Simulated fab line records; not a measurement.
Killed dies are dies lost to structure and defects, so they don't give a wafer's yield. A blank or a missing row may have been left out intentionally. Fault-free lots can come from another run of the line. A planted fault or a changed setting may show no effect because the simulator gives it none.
fab line records	flow n5-finfet	part 2 of 2: steps 5 to 6 of 6
record lots=24	wafers=72	last-day=18
route steps=1938 shown BEOL_M11@1550 BEOL_M12@1614
lots that met no fault: taken from a fault-free run of the same line
start-h: hours from the record's first day to the start of the lot's first wafer shown	wait-h: hours since the lot's step before	" the same as in the row above	L1.1+2: several wafers, shown together as one row	- no value, or no start given	* or withheld: withheld	< > ~ a bound
route shown NAME@n: NAME is a module with steps in the file, n the number in the route of the first one	usual: mean and standard deviation over wafers with no fault	same: alike in all rows	chamber/n: place in a boat	sites: the reading at each site	_std_site: the standard deviation of these	_edge_site: the outer-site mean with the inner-site mean subtracted	radius-mm: how far each site lies from the wafer's centre	mask NAME#n: copy n	behind: the tool/chamber that last shaped the wafer	hold: why the lot was held/for how many hours/how that ended	device: names the non-switching transistor (n, p or np)	end of line: tests of these same wafers at the route's end	where a step has no rows: the recipe by itself	killed: not the wafer's yield, but the dies lost to structure and defects at the first sort	map: a wafer's dies, x killed, . not, _ none there
set.NAME: the setting as run; set.NAME@STEP: as run at that earlier step	model.NAME: the simulator's own value behind a step, which no gauge read
a sample of lots followed through the steps of the route, with each step as a table and each wafer as a row
services: from which hour (start-h, from the record's first day; less than 0 if before it) a tool's chamber was out of use, for how many hours, and why
## steps
# step N5_BEOL_M12_INSPECT_12
# recipe mode=adi	inspect-instrument=macro
# usual raw-defect-count=2.2/1.6
lot.wafer	tool	chamber	start-h	wait-h	raw-defect-count
L074.3	defect-inspect-02	-	228.59	0.0	5
L074.4	"	-	"	"	4
L074.5	"	-	"	"	3
L076.1	defect-inspect-01	-	246.69	0.0	0
L076.3	"	-	"	"	2
L076.4	"	-	"	"	2
L075.1	defect-inspect-01	-	247.74	0.0	1
L075.3	"	-	"	"	2
L075.6	"	-	"	"	2
L079.1	defect-inspect-02	-	258.58	0.0	3
L079.4	"	-	"	"	2
L079.6	"	-	"	"	0
L077.1	defect-inspect-01	-	263.29	0.0	2
L077.3	"	-	"	"	3
L077.6	"	-	"	"	0
L078.1	defect-inspect-01	-	265.89	0.0	0
L078.4	"	-	"	"	3
L078.5	"	-	"	"	2
L080.1	defect-inspect-01	-	271.32	0.0	1
L080.3	"	-	"	"	3
L080.5	"	-	"	"	1
L081.1	defect-inspect-02	-	281.62	0.0	1
L081.2	"	-	"	"	2
L081.5	"	-	"	"	0
L082.1	defect-inspect-01	-	289.13	0.0	5
L082.5	"	-	"	"	5
L082.6	"	-	"	"	6
L083.4	defect-inspect-01	-	295.27	0.0	3
L083.5	"	-	"	"	1
L083.6	"	-	"	"	3
L084.2	defect-inspect-01	-	306.51	0.0	2
L084.4	"	-	"	"	3
L084.5	"	-	"	"	2
L086.1	defect-inspect-01	-	308.76	0.0	2
L086.2	"	-	"	"	7
L086.3	"	-	"	"	3
L085.2	defect-inspect-02	-	316.27	0.0	3
L085.4	"	-	"	"	2
L085.6	"	-	"	"	5
L088.1	defect-inspect-02	-	316.69	0.0	3
L088.4	"	-	"	"	2
L088.6	"	-	"	"	2
L087.1	defect-inspect-02	-	317.54	0.0	4
L087.2	"	-	"	"	1
L087.6	"	-	"	"	3
L090.3	defect-inspect-02	-	334.13	0.0	0
L090.4	"	-	"	"	0
L090.5	"	-	"	"	3
L089.2	defect-inspect-02	-	335.18	0.0	0
L089.3	"	-	"	"	3
L089.5	"	-	"	"	1
L091.2	defect-inspect-02	-	343.90	0.0	5
L091.4	"	-	"	"	4
L091.6	"	-	"	"	1
L092.2	defect-inspect-02	-	345.23	0.0	0
L092.3	"	-	"	"	3
L092.5	"	-	"	"	2
L093.1	defect-inspect-02	-	350.67	0.0	3
L093.4	"	-	"	"	2
L093.6	"	-	"	"	0
L094.1	defect-inspect-02	-	353.43	0.0	2
L094.3	"	-	"	"	4
L094.4	"	-	"	"	4
L096.3	defect-inspect-01	-	370.87	0.0	2
L096.4	"	-	"	"	1
L096.5	"	-	"	"	0
L095.2	defect-inspect-01	-	371.03	0.0	3
L095.3	"	-	"	"	3
L095.4	"	-	"	"	1
L097.2	defect-inspect-02	-	380.56	0.0	1
L097.3	"	-	"	"	2
L097.4	"	-	"	"	3
# step N5_BEOL_M12_VIA_ETCH_16
# recipe chemistry=C4F8/O2/Ar	target=SiOC	pressure-mtorr=30	source-w=3000	bias-w=700	Ar_flow_sccm=400	C4F8_flow_sccm=15	O2_flow_sccm=8	he-inner-torr=15	he-outer-torr=30	target-depth-a=7248	time-s=withheld	ion-energy-ev=250	ends=cleared
# usual drypump-motor-current-A=5.7/0.48	mfc-ar-sccm=400.0/1.1	oes-product-au=0.72/0.075	rf-fwd-power-W=2990/8.4	rf-vpp-V=667/3.5	showerhead-plenum-p-Torr=3.47/0.12	throttle-valve-pct=24.18/0.24
lot.wafer	tool	chamber	start-h	wait-h	drypump-motor-current-A	mfc-ar-sccm	oes-product-au	rf-fwd-power-W	rf-vpp-V	showerhead-plenum-p-Torr	throttle-valve-pct
L074.3	rie-diel-02	0	228.71	0.0	6.3	397.9	0.65	2975	666	3.39	23.94
L074.4	"	2	"	"	5.9	398.3	0.65	2995	669	3.51	24.09
L074.5	"	0	"	"	6.4	400.0	0.65	2990	665	3.39	23.96
L076.1	rie-diel-02	1	246.81	0.0	6.6	400.2	0.71	2985	670	3.56	23.86
L076.3	"	0	"	"	6.4	400.2	0.65	3012	665	3.39	23.98
L076.4	"	2	"	"	5.9	400.8	0.63	2993	669	3.50	24.09
L075.1	rie-diel-05	2	248.13	0.0	5.6	399.9	0.78	2989	670	3.61	24.06
L075.3	"	1	"	"	5.2	398.0	0.73	2985	668	3.44	24.49
L075.6	"	1	"	"	5.2	400.2	0.72	3000	666	3.44	24.48
L079.1	rie-diel-06	2	258.71	0.0	5.1	398.0	0.63	2988	661	3.25	24.54
L079.4	"	1	"	"	5.9	400.2	0.82	2982	671	3.61	24.47
L079.6	"	2	"	"	5.1	400.4	0.63	2998	661	3.25	24.53
L077.1	rie-diel-06	1	263.41	0.0	5.9	400.1	0.82	2988	671	3.61	24.48
L077.3	"	2	"	"	5.1	399.9	0.62	2988	662	3.25	24.55
L077.6	"	3	"	"	5.8	401.0	0.75	2981	671	3.59	24.10
L078.1	rie-diel-05	0	266.03	0.0	5.9	400.1	0.77	2983	663	3.33	23.83
L078.4	"	1	"	"	5.2	399.2	0.71	2993	665	3.43	24.47
L078.5	"	0	"	"	5.9	399.3	0.77	2974	663	3.33	23.83
L080.1	rie-diel-05	3	271.45	0.0	4.8	401.2	0.61	3003	669	3.50	24.24
L080.3	"	0	"	"	5.9	402.3	0.77	2989	663	3.32	23.84
L080.5	"	3	"	"	4.8	399.5	0.60	2982	667	3.50	24.23
L081.1	rie-diel-06	1	281.85	0.0	5.9	399.9	0.81	2985	670	3.61	24.48
L081.2	"	3	"	"	5.7	400.8	0.74	2987	671	3.59	24.12
L081.5	"	2	"	"	5.1	399.5	0.62	2989	661	3.24	24.58
L082.1	rie-diel-06	2	289.25	0.0	5.1	397.7	0.62	2985	661	3.24	24.57
L082.5	"	2	"	"	5.1	399.2	0.61	2983	660	3.24	24.56
L082.6	"	1	"	"	5.9	398.8	0.80	2993	671	3.61	24.48
L083.4	rie-diel-06	3	295.39	0.0	5.8	400.5	0.73	2983	670	3.59	24.13
L083.5	"	0	"	"	5.9	397.8	0.83	2996	664	3.35	24.22
L083.6	"	1	"	"	5.9	398.5	0.80	2980	670	3.61	24.50
L084.2	rie-diel-05	1	306.69	0.0	5.2	399.9	0.70	2990	666	3.43	24.51
L084.4	"	2	"	"	5.5	399.4	0.76	2990	670	3.60	24.07
L084.5	"	3	"	"	4.9	399.5	0.60	2991	669	3.50	24.24
L086.1	rie-diel-05	3	308.88	0.0	4.8	399.3	0.60	2987	669	3.50	24.25
L086.2	"	2	"	"	5.6	400.6	0.75	2978	672	3.60	24.08
L086.3	"	1	"	"	5.2	398.2	0.70	2996	667	3.43	24.52
L085.2	rie-diel-05	0	316.39	0.0	5.9	398.8	0.76	2989	663	3.32	23.85
L085.4	"	2	"	"	5.5	400.9	0.75	2984	672	3.60	24.08
L085.6	"	0	"	"	5.9	398.0	0.76	2988	664	3.32	23.85
L088.1	rie-diel-05	3	316.81	0.0	4.8	399.2	0.60	2991	669	3.50	24.26
L088.4	"	2	"	"	5.6	399.0	0.75	2992	671	3.60	24.09
L088.6	"	1	"	"	5.2	401.6	0.70	2985	667	3.42	24.50
L087.1	rie-diel-05	0	317.86	0.0	5.9	398.7	0.75	2980	664	3.32	23.85
L087.2	"	3	"	"	4.9	398.5	0.60	2997	668	3.50	24.26
L087.6	"	2	"	"	5.5	398.1	0.74	2991	670	3.60	24.09
L090.3	rie-diel-02	2	334.25	0.0	5.9	399.2	0.63	2989	668	3.49	24.11
L090.4	"	1	"	"	6.6	400.7	0.69	2992	671	3.54	23.90
L090.5	"	0	"	"	6.4	399.3	0.63	2985	664	3.37	24.01
L089.2	rie-diel-05	2	335.30	0.0	5.6	399.0	0.74	2991	671	3.59	24.10
L089.3	"	1	"	"	5.2	399.6	0.69	2994	666	3.42	24.51
L089.5	"	1	"	"	5.2	401.0	0.69	2998	665	3.42	24.51
L091.2	rie-diel-02	3	344.03	0.0	5.8	398.5	0.80	2997	663	3.34	23.94
L091.4	"	3	"	"	5.7	400.3	0.79	3004	663	3.34	23.90
L091.6	"	0	"	"	6.4	401.3	0.63	2987	663	3.37	24.01
L092.2	rie-diel-06	3	345.35	0.0	5.8	401.2	0.72	2992	670	3.58	24.14
L092.3	"	0	"	"	5.8	400.2	0.78	3006	664	3.34	24.26
L092.5	"	3	"	"	5.8	399.9	0.72	2993	670	3.58	24.14
L093.1	rie-diel-06	3	350.80	0.0	5.8	401.0	0.72	3002	670	3.58	24.15
L093.4	"	0	"	"	5.8	400.1	0.79	2985	665	3.34	24.26
L093.6	"	1	"	"	5.9	399.3	0.75	2989	671	3.59	24.53
L094.1	rie-diel-02	1	353.60	0.0	6.6	400.2	0.69	2999	670	3.54	23.91
L094.3	"	3	"	"	5.7	400.0	0.79	2999	663	3.33	23.93
L094.4	"	1	"	"	6.6	401.0	0.68	2998	669	3.54	23.92
L096.3	rie-diel-02	0	371.05	0.0	6.4	400.7	0.62	2972	664	3.37	24.04
L096.4	"	2	"	"	6.0	400.3	0.90	2987	668	3.49	23.80
L096.5	"	1	"	"	6.6	401.3	0.68	2984	670	3.54	23.92
L095.2	rie-diel-06	2	371.15	0.0	5.1	400.4	0.91	2997	671	3.63	24.24
L095.3	"	0	"	"	5.9	400.9	0.78	2991	665	3.33	24.27
L095.4	"	1	"	"	5.9	401.5	0.76	2987	670	3.59	24.54
L097.2	rie-diel-06	2	380.68	0.0	5.1	401.5	0.90	3000	672	3.63	24.27
L097.3	"	0	"	"	5.8	400.5	0.78	2979	663	3.33	24.29
L097.4	"	1	"	"	5.9	400.1	0.76	2992	669	3.59	24.54
## services
tool	chamber	start-h	hours	kind
rie-diel-06	0	200.31	15.8	repair
rie-diel-04	-	211.67	2.8	pm
uv-cure-01	-	216.77	2.1	pm
rie-diel-01	-	217.33	9.7	repair
rie-diel-04	-	217.33	2.1	repair
rie-diel-01	-	229.97	2.8	pm
rie-diel-04	1	239.23	6.4	repair
rie-diel-06	0	247.37	-	clean
rie-diel-06	0	247.37	-	consumable-replace:focus-ring
rie-diel-06	0	247.37	23.0	scheduled-down
rie-diel-06	0	247.37	23.0	vent-cycle
uv-cure-03	-	274.22	11.7	repair
rie-diel-01	3	284.47	7.4	repair
rie-metal-01	1	302.94	43.3	repair
rie-diel-05	0	304.59	5.7	repair
rie-diel-06	3	310.47	18.0	repair
rie-diel-05	3	328.62	-	clean
rie-diel-05	3	328.62	-	consumable-replace:focus-ring
rie-diel-05	3	328.62	14.2	scheduled-down
rie-diel-05	3	328.62	14.2	vent-cycle
rie-diel-06	2	342.28	-	clean
uv-cure-03	-	353.56	0.7	repair
uv-cure-01	-	359.02	1.6	repair
rie-metal-03	-	373.53	2.8	pm
